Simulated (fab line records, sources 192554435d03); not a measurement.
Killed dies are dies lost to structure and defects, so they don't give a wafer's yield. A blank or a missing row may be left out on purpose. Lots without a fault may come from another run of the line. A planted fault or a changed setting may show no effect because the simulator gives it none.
Chamber matching | flow n5_finfet | N5_ZERO_LAYER_DESCUM_16 on rie_diel-06: 4 sister chambers
The step chemistry O2, time 7.9 s. 18 wafers are shown with their chamber, then 9 later ones without.

WAFERS WITH THEIR CHAMBER
wafer  | chamber | showerhead_plenum_p_Torr (Torr) | oes_product_au (a.u.) | drypump_motor_current_A (A)
L081.1 | 0       | 2.10                            | 0.76                  | 5.84
L081.3 | 1       | 2.21                            | 0.77                  | 5.90
L081.6 | 1       | 2.21                            | 0.76                  | 5.94
L082.2 | 2       | 2.09                            | 0.73                  | 5.51
L082.3 | 1       | 2.21                            | 0.76                  | 5.90
L082.6 | 0       | 2.10                            | 0.76                  | 5.84
L085.1 | 3       | 2.15                            | 0.97                  | 5.79
L085.4 | 0       | 2.10                            | 0.76                  | 5.84
L085.5 | 3       | 2.15                            | 0.97                  | 5.79
L087.4 | 1       | 2.20                            | 0.76                  | 5.88
L087.5 | 0       | 2.10                            | 0.76                  | 5.82
L087.6 | 1       | 2.20                            | 0.75                  | 5.91
L089.2 | 0       | 2.10                            | 0.75                  | 5.84
L089.3 | 1       | 2.20                            | 0.76                  | 5.93
L089.6 | 2       | 2.09                            | 0.72                  | 5.51
L092.1 | 2       | 2.09                            | 0.71                  | 5.54
L092.2 | 0       | 2.10                            | 0.75                  | 5.82
L092.4 | 1       | 2.20                            | 0.75                  | 5.90

SIGNATURES (means of the wafers above)
reading                  | chamber 0 | chamber 1 | chamber 2 | chamber 3 | scatter within a chamber
showerhead_plenum_p_Torr | 2.1000    | 2.2043    | 2.0900    | 2.1500    | 0.0035
oes_product_au           | 0.7567    | 0.7586    | 0.7200    | 0.9700    | 0.00665
drypump_motor_current_A  | 5.8333    | 5.9086    | 5.5200    | 5.7900    | 0.0161
Rule: a wafer's distance from a chamber is the root of the sum, over the readings, of the square of ((its reading less the chamber's mean) divided by the reading's scatter). The wafer belongs to the nearest chamber; if the next one is less than 2 further off, it can't be placed. The scatter: the root of (the sum of the squares of (reading less its chamber's mean) over the shown wafers, divided by (wafers less chambers)).

WAFERS WITHOUT THEIR CHAMBER
wafer  | showerhead_plenum_p_Torr (Torr) | oes_product_au (a.u.) | drypump_motor_current_A (A)
L093.1 | 2.14                            | 0.94                  | 5.83
L093.3 | 2.09                            | 0.71                  | 5.51
L093.4 | 2.10                            | 0.74                  | 5.83
L094.1 | 2.10                            | 0.75                  | 5.82
L094.2 | 2.09                            | 0.71                  | 5.52
L094.3 | 2.14                            | 0.93                  | 5.80
L094.4 | 2.20                            | 0.74                  | 5.95
L094.5 | 2.20                            | 0.74                  | 5.92
L094.6 | 2.10                            | 0.74                  | 5.83

WHICH CHAMBER EACH WENT THROUGH
wafer  | from the rows above | in truth
L093.1 | 3                   | 3
L093.3 | 2                   | 2
L093.4 | 0                   | 0
L094.1 | 0                   | 0
L094.2 | 2                   | 2
L094.3 | 3                   | 3
L094.4 | 1                   | 1
L094.5 | 1                   | 1
L094.6 | 0                   | 0
Placed correctly: 9 of 9. Can't be placed from these rows: 0. Placed wrongly: 0.
